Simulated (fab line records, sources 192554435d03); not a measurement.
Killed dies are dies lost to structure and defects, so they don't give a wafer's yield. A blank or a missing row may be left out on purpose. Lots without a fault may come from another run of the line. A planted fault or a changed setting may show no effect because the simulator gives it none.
fab line records | flow n5_finfet | part 2 of 2: steps 23 to 28 of 28
record lots=5 wafers=15 last_day=16
route steps=1938 shown FIN_SAQP@146 FIN_CUT@154
lots that met no fault: from a run of the same line without faults
start_h: hours from the record's first day to the start of the lot's first wafer shown | wait_h: hours since the lot's step before | " the same as in the row above | L1.1+2: a row that stands for several wafers | - no value, or no start given | * or withheld: withheld | < > ~ a bound
route shown NAME@n: a module of which the file shows steps, and the number in the route of the first | usual: mean/standard deviation of fault-free wafers | same: alike in all rows | chamber/n: place in a boat | sites: the reading at each site | _std_site: their standard deviation | _edge_site: outer sites' mean less inner sites' | radius_mm: how far each site lies from the wafer's centre | mask NAME#n: copy n | behind: the tool/chamber that last shaped the wafer | hold: why the lot was held/for how many hours/how that ended | device: the transistor (n, p or np) that didn't switch | end of line: the same wafers' tests at the end of the route | a step without rows: its recipe alone | killed: dies lost to structure and defects at the first sort, not the wafer's yield | map: a wafer's dies, x killed, . not, _ none there
set.NAME: the setting as run; set.NAME@STEP: as run at that earlier step | model.NAME: the simulator's own value behind a step, which no gauge read
lots at some steps of the route; a table a step, a row a wafer
services: from which hour (start_h, from the record's first day; less than 0 if before it) a tool's chamber was out of use, for how many hours, and why
## steps
# step N5_FIN_CUT_ETCH_20
# recipe chemistry=CF4 target=SiARC target_depth_a=260 mask_material=CAR-EUV time_s=43.3 ion_energy_ev=80 pressure_mtorr=40 source_w=545 bias_w=36 Ar_flow_sccm=100 cf4_flow_sccm=100 ends=cleared
# usual bias_w=36.00/0.1 drypump_motor_current_A=5.83/0.22 etch_rf_on_time_s=43.1/0.61 oes_product_au=0.66/0.062 rf_vpp_V=183.7/1.3 showerhead_plenum_p_Torr=2.12/0.073 throttle_valve_pct=15.71/0.17
# columns lot.wafer tool chamber start_h wait_h bias_w drypump_motor_current_A etch_rf_on_time_s oes_product_au rf_hours_counter_h rf_vpp_V showerhead_plenum_p_Torr throttle_valve_pct
L074.2 rie_diel-05 2 28.66 0.0 36.05 5.80 42.1 0.83 11 184.6 2.29 15.59
L074.3 " 1 " " 35.87 5.68 43.7 0.62 195 184.9 2.14 15.65
L074.5 " 3 " " 35.84 6.00 43.4 0.67 - 182.9 2.07 15.71
L076.2 rie_diel-03 1 40.02 0.0 36.05 5.56 41.9 0.68 130 183.1 2.08 15.69
L076.4 " 3 " " 35.93 5.79 42.4 0.61 211 183.8 2.04 15.69
L076.6 " 1 " " 35.97 5.56 42.2 0.68 - 182.8 2.08 15.73
L077.1 rie_diel-05 1 44.31 0.0 35.90 5.69 43.9 0.61 200 182.4 2.13 15.66
L077.5 " 2 " " 36.02 5.82 42.1 0.80 - 184.9 2.28 15.58
L077.6 " 3 " " 35.89 6.01 43.7 0.67 - 182.0 2.07 15.73
L085.1 rie_diel-04 2 94.17 0.0 36.13 5.62 42.9 0.60 226 181.6 2.04 15.72
L085.4 " 1 " " 36.35 6.01 43.3 0.75 51 183.1 2.09 15.28
L085.5 " 0 " " 35.88 5.59 43.4 0.64 - 183.1 2.07 15.69
L093.2 rie_diel-05 1 141.70 0.0 36.13 5.67 43.5 0.59 229 184.3 2.13 15.71
L093.5 " 1 " " 36.19 5.67 43.4 0.59 - 182.5 2.12 15.70
L093.6 " 2 " " 36.13 5.79 41.7 0.77 - 185.2 2.27 15.65
# step N5_FIN_CUT_ETCH_21
# recipe chemistry=N2/H2 target=SOC target_depth_a=2190 overetch_a=438 mask_material=SiARC temp_c=40 ion_energy_ev=100 bias_w=61 time_s=523.5 pressure_mtorr=30 source_w=850 n2_flow_sccm=200 h2_flow_sccm=200
# usual bias_w=60.98/0.16 drypump_motor_current_A=5.84/0.22 oes_product_au=0.71/0.064 rf_vpp_V=240.4/1.5 showerhead_plenum_p_Torr=2.51/0.094 throttle_valve_pct=17.91/0.16
# columns lot.wafer tool chamber start_h wait_h bias_w drypump_motor_current_A oes_product_au rf_hours_counter_h rf_vpp_V showerhead_plenum_p_Torr throttle_valve_pct
L074.2 rie_diel-05 2 28.70 0.0 60.84 5.82 0.87 11 243.0 2.72 17.89
L074.3 " 1 " " 61.13 5.69 0.66 195 239.5 2.52 17.87
L074.5 " 3 " " 60.80 6.00 0.72 - 241.8 2.45 17.76
L076.2 rie_diel-03 1 40.06 0.0 60.81 5.59 0.72 130 240.1 2.46 18.04
L076.4 " 3 " " 60.87 5.80 0.65 211 239.2 2.41 17.85
L076.6 " 1 " " 61.07 5.56 0.72 - 240.2 2.46 18.05
L077.1 rie_diel-05 1 44.35 0.0 60.70 5.67 0.66 200 241.3 2.52 17.89
L077.5 " 2 " " 61.22 5.84 0.86 - 244.7 2.72 17.90
L077.6 " 3 " " 61.04 5.99 0.72 - 238.3 2.45 17.78
L085.1 rie_diel-04 2 94.21 0.0 61.27 5.61 0.65 226 239.6 2.40 17.79
L085.4 " 1 " " 61.25 6.03 0.80 51 239.9 2.49 17.60
L085.5 " 0 " " 60.68 5.48 0.69 - 239.1 2.42 17.84
L093.2 rie_diel-05 1 141.74 0.0 60.86 5.68 0.64 229 240.2 2.51 17.95
L093.5 " 1 " " 61.09 5.68 0.64 - 240.9 2.51 17.94
L093.6 " 2 " " 61.00 5.80 0.80 - 242.8 2.71 17.96
# step N5_FIN_CUT_STRIP_23
# recipe chemistry=N2/H2 temp_c=40 n2_flow_sccm=200 h2_flow_sccm=200 rf_frequency_hz=6e+07
# columns lot.wafer tool chamber start_h wait_h
L074.2+3+5 rie_diel-05 2,1,3 29.00 0.2
L076.2+4+6 rie_diel-03 1,3,1 40.36 0.2
L077.1+5+6 rie_diel-05 1,2,3 44.65 0.2
L085.1+4+5 rie_diel-04 2,1,0 94.51 0.2
L093.2+5+6 rie_diel-05 1,1,2 142.04 0.2
# step N5_FIN_CUT_STRIP_31
# recipe chemistry=N2/H2 temp_c=40 n2_flow_sccm=200 h2_flow_sccm=200 rf_frequency_hz=6e+07
# columns lot.wafer tool chamber start_h wait_h
L074.2+3+5 rie_diel-05 2,1,3 29.01 0.0
L076.2+4+6 rie_diel-03 1,3,1 40.37 0.0
L077.1+5+6 rie_diel-05 1,2,3 44.66 0.0
L085.1+4+5 rie_diel-04 2,1,0 94.52 0.0
L093.2+5+6 rie_diel-05 1,1,2 142.05 0.0
# step N5_FIN_CUT_STRIP_24
# recipe chemistry=CF4 resist=SiARC power_w=300 bias_power_w=75 pressure_mtorr=50 cf4_flow_sccm=150 rf_frequency_hz=6e+07
# usual drypump_motor_current_A=5.83/0.22 oes_product_au=0.76/0.069 rf_vpp_V=270.7/1.5 showerhead_plenum_p_Torr=1.77/0.061 throttle_valve_pct=13.67/0.18
# columns lot.wafer tool chamber start_h wait_h drypump_motor_current_A oes_product_au rf_hours_counter_h rf_vpp_V showerhead_plenum_p_Torr throttle_valve_pct
L074.2 rie_diel-05 2 29.02 0.0 5.81 0.93 11 271.9 1.91 13.48
L074.3 " 1 " " 5.66 0.72 195 270.5 1.79 13.63
L074.5 " 3 " " 5.99 0.78 - 269.0 1.73 13.63
L076.2 rie_diel-03 1 40.38 0.0 5.57 0.78 130 270.3 1.75 13.68
L076.4 " 3 " " 5.78 0.70 211 268.8 1.70 13.63
L076.6 " 1 " " 5.57 0.77 - 271.5 1.75 13.69
L077.1 rie_diel-05 1 44.67 0.0 5.66 0.70 200 272.2 1.79 13.64
L077.5 " 2 " " 5.79 0.92 - 274.5 1.90 13.49
L077.6 " 3 " " 6.00 0.78 - 269.1 1.72 13.64
L085.1 rie_diel-04 2 94.53 0.0 5.62 0.70 227 267.8 1.71 13.69
L085.4 " 1 " " 6.01 0.87 51 269.5 1.75 13.22
L085.5 " 0 " " 5.54 0.74 - 269.9 1.73 13.63
L093.2 rie_diel-05 1 142.06 0.0 5.68 0.69 229 270.2 1.78 13.69
L093.5 " 1 " " 5.68 0.69 - 271.5 1.78 13.69
L093.6 " 2 " " 5.83 0.87 - 272.2 1.89 13.54
# step N5_FIN_CUT_CUT_ETCH_26
# recipe chemistry=CH3F/O2 target=SiNx target_depth_a=390 mask_material=SOC time_s=55.7 pressure_mtorr=30 source_w=395 bias_w=73 Ar_flow_sccm=150 CH3F_flow_sccm=30 O2_flow_sccm=20 ion_energy_ev=120
# usual bias_w=72.97/0.22 drypump_motor_current_A=5.83/0.22 oes_o_777_au=0.77/0.073 oes_product_au=0.77/0.073 rf_vpp_V=295/5 showerhead_plenum_p_Torr=1.98/0.072 throttle_valve_pct=16.48/0.17
# columns lot.wafer tool chamber start_h wait_h bias_w drypump_motor_current_A oes_o_777_au oes_product_au rf_hours_counter_h rf_vpp_V showerhead_plenum_p_Torr throttle_valve_pct
L074.2 rie_diel-05 2 29.04 0.0 72.71 5.80 0.97 0.95 11 287 2.15 16.42
L074.3 " 1 " " 72.58 5.69 0.72 0.72 195 293 2.00 16.43
L074.5 " 3 " " 72.96 5.99 0.79 0.78 - 294 1.94 16.50
L076.2 rie_diel-03 1 40.40 0.0 73.01 5.56 0.80 0.79 130 294 1.94 16.41
L076.4 " 3 " " 72.85 5.79 0.71 0.70 211 299 1.91 16.50
L076.6 " 1 " " 72.83 5.61 0.80 0.79 - 294 1.94 16.42
L077.1 rie_diel-05 1 44.69 0.0 72.91 5.66 0.72 0.71 200 290 2.00 16.42
L077.5 " 2 " " 72.85 5.82 0.95 0.94 - 288 2.15 16.42
L077.6 " 3 " " 73.18 6.00 0.78 0.78 - 293 1.94 16.52
L085.1 rie_diel-04 2 94.55 0.0 73.12 5.64 0.70 0.71 227 295 1.90 16.49
L085.4 " 1 " " 72.76 6.03 0.87 0.88 51 292 1.96 16.04
L085.5 " 0 " " 72.52 5.52 0.74 0.74 - 295 1.92 16.42
L093.2 rie_diel-05 1 142.08 0.0 73.12 5.66 0.70 0.69 229 290 1.99 16.49
L093.5 " 1 " " 73.28 5.67 0.70 0.69 - 290 1.99 16.48
L093.6 " 2 " " 73.30 5.84 0.90 0.88 - 286 2.14 16.49
## services
# columns tool chamber start_h hours kind
rie_diel-05 1 5.36 3.1 repair
euv_scanner-01 - 17.33 1.0 pm
euv_scanner-02 - 22.43 0.4 repair
rie_si-04 2 27.55 11.5 repair
wet_bench-01 - 36.30 1.7 repair
euv_scanner-02 - 46.74 1.0 pm
wet_bench-05 - 48.92 1.9 pm
euv_scanner-01 - 57.53 17.3 pm
euv_scanner-02 - 58.90 0.3 repair
euv_scanner-01 - 74.83 1.0 pm
rie_si-04 - 86.73 2.8 pm
euv_scanner-01 - 88.80 0.4 repair
euv_scanner-02 - 95.83 4.6 pm
rie_si-04 0 96.68 7.0 repair
rie_diel-05 - 97.29 2.8 pm
rie_si-04 2 99.52 3.7 repair
euv_scanner-02 - 102.89 1.0 pm
euv_scanner-02 0 119.10 - calibration
euv_scanner-01 - 123.45 1.0 pm
wet_bench-05 - 132.77 1.7 repair
euv_scanner-01 0 141.71 - calibration
